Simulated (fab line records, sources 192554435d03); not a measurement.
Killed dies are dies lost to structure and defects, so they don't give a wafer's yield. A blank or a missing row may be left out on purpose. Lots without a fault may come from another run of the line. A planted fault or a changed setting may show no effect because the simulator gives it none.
Split-lot experiment | flow n5_finfet | 7 lots, 39 wafers read, on a route of 1938 steps

THE SPLIT
At N5_SD_EPI_N_ETCH_35 (etches SOC in N2/H2, overetch 108 nm, time 486 s), the setting time_s was moved away from the recipe's 486 s on 15 of the 39 wafers read, by -17.5% to +23.6%. The other wafers ran this setting at the recipe's value.

FROM THE SPLIT TO THE READING: what the file shows between them, 3 steps
- N5_SD_EPI_N_STRIP_36: strips in N2/H2
- N5_SD_EPI_N_ETCHBACK_44: etches SiNx in CH3F/O2, stops on SiO2, target depth 14.5 nm
- N5_SD_EPI_N_ETCH_45: etches SiOCN in CH3F/O2, target depth 6 nm

THE READING
SiARC_of_SD_EPI_N_COAT_33.thk_nm (the simulator's own value, which no gauge read), in nm, at N5_SD_EPI_N_ETCH_16 (etches SiO2 in CHF3/O2, target depth 5 nm). The file gives no usual value for it. The 24 wafers here that ran the recipe average 12.7 nm, standard deviation 0.5 nm.

wafer  | tool, chamber at the split | time_s as run, s | against the recipe | SiARC_of_SD_EPI_N_COAT_33.thk_nm, nm | against lot-mates on the recipe
L078.1 | rie_diel-04, 1             | 486              | recipe             | 12.2                                 | -
L078.2 | rie_diel-04, 0             | 486              | recipe             | 13                                   | -
L078.3 | rie_diel-04, 2             | 486              | recipe             | 12.8                                 | -
L078.4 | rie_diel-04, 3             | 402.1            | -17.3%             | 15                                   | +2.3
L078.5 | rie_diel-04, 2             | 402.1            | -17.3%             | 15.4                                 | +2.7
L078.6 | rie_diel-04, 1             | 402.1            | -17.3%             | 14.8                                 | +2.1
L081.1 | rie_diel-01, 2             | 486              | recipe             | 13                                   | -
L081.2 | rie_diel-01, 0             | 405.1            | -16.6%             | 16                                   | +2.9
L081.3 | rie_diel-01, 1             | 486              | recipe             | 12.8                                 | -
L081.4 | rie_diel-01, 0             | 486              | recipe             | 13.6                                 | -
L081.5 | rie_diel-01, 2             | 405.1            | -16.6%             | 15.4                                 | +2.3
L081.6 | rie_diel-01, 1             | 405.1            | -16.6%             | 15.2                                 | +2.1
L082.1 | rie_diel-01, 3             | 486              | recipe             | 12.2                                 | -
L082.5 | rie_diel-01, 3             | 486              | recipe             | 12.2                                 | -
L082.2 | rie_diel-01, 2             | 486              | recipe             | 12.8                                 | -
L082.4 | rie_diel-01, 2             | 486              | recipe             | 12.8                                 | -
L082.3 | rie_diel-01, 0             | 486              | recipe             | 13.4                                 | -
L082.6 | rie_diel-01, 0             | 486              | recipe             | 13.4                                 | -
L083.1 | rie_diel-03, 1             | 486              | recipe             | 12.6                                 | -
L083.2 | rie_diel-03, 3             | 486              | recipe             | 12.2                                 | -
L083.6 | rie_diel-03, 3             | 486              | recipe             | 12.2                                 | -
L083.3 | rie_diel-03, 0             | 401.1            | -17.5%             | 16.6                                 | +4.3
L083.4 | rie_diel-03, 0             | 401.1            | -17.5%             | 16.6                                 | +4.3
L083.5 | rie_diel-03, 1             | 401.1            | -17.5%             | 15.2                                 | +2.9
L084.2 | rie_diel-01, 0             | 486              | recipe             | 13.6                                 | -
L084.3 | rie_diel-01, 2             | 486              | recipe             | 13                                   | -
L084.6 | rie_diel-01, 3             | 486              | recipe             | 12.2                                 | -
L091.1 | rie_diel-04, 0             | 486              | recipe             | 13.4                                 | -
L091.2 | rie_diel-04, 1             | 600.5            | +23.6%             | 8.6                                  | -4.4
L091.3 | rie_diel-04, 3             | 600.5            | +23.6%             | 8.8                                  | -4.2
L091.4 | rie_diel-04, 2             | 600.5            | +23.6%             | 9                                    | -4.0
L091.5 | rie_diel-04, 0             | 486              | recipe             | 13.2                                 | -
L091.6 | rie_diel-04, 1             | 486              | recipe             | 12.4                                 | -
L097.1 | rie_diel-03, 0             | 594.8            | +22.4%             | 9                                    | -3.3
L097.5 | rie_diel-03, 1             | 594.8            | +22.4%             | 9                                    | -3.3
L097.2 | rie_diel-03, 1             | 486              | recipe             | 12.6                                 | -
L097.3 | rie_diel-03, 3             | 594.8            | +22.4%             | 8.6                                  | -3.7
L097.4 | rie_diel-03, 2             | 486              | recipe             | 11.8                                 | -
L097.6 | rie_diel-03, 0             | 486              | recipe             | 12.4                                 | -

THE FIT
A straight line over all 39 wafers: SiARC_of_SD_EPI_N_COAT_33.thk_nm changes by -0.168 nm for each +1% of time_s; r = -0.97; the points scatter about the line by 0.51 nm.
The same after taking each lot's own level away (the mean of its wafers on the recipe; 39 wafers): -0.167 nm for each +1%; r = -0.97; scatter 0.52 nm.
On that fit, the largest move of time_s shifts the reading by 3.9 nm.
The lots' own levels span 12.27 to 13.13 nm, that is 1.7 times the standard deviation above.
So the lot-to-lot level changes the slope little: the two slopes agree.
Check: with one of the wafers moved furthest among these (+23.6%) left out of the fit, the line predicts -3.85 nm for it against its lot-mates. It came out at -4.4 nm against them.

OTHER SPLITS ON THESE WAFERS
These wafers also went through other splits before the reading. Each is held against what the fit with the lots' levels taken away leaves over:
other split on the same wafers  | wafers away from the commonest value | r with SiARC_of_SD_EPI_N_COAT_33.thk_nm (lot level and that fit taken away)
N5_DUMMY_GATE_EXPOSE_12 dose_mj | 15                                   | +0.28
N5_DUMMY_GATE_ETCH_32 time_s    | 12                                   | +0.00

THE WHOLE CHAIN: every reading that the file lists as answering this split, in the file's order
step                    | what it does                                                | reading                                                                           | change (the file's fit)               | r (the file's)
N5_SD_EPI_N_ETCH_35     | etches SOC in N2/H2, overetch 108 nm, time 486 s            | SD_EPI_N.cd_nm (the simulator's own value, which no gauge read)                   | +0.135 nm for each +1% of the setting | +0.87
N5_SD_EPI_N_ETCH_35     | etches SOC in N2/H2, overetch 108 nm, time 486 s            | SiARC_of_SD_EPI_N_COAT_33.thk_nm (the simulator's own value, which no gauge read) | -0.163 nm for each +1% of the setting | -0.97
N5_SD_EPI_N_ETCHBACK_44 | etches SiNx in CH3F/O2, stops on SiO2, target depth 14.5 nm | SD_EPI_N.cd_nm (the simulator's own value, which no gauge read)                   | +0.134 nm for each +1% of the setting | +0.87
N5_SD_EPI_N_ETCH_16     | etches SiO2 in CHF3/O2, target depth 5 nm                   | SiARC_of_SD_EPI_N_COAT_33.thk_nm (the simulator's own value, which no gauge read) | -0.167 nm for each +1% of the setting | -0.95

THE FILE'S OWN FIT
SiARC_of_SD_EPI_N_COAT_33.thk_nm changes by -0.167 nm for each +1% of time_s, r = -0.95.
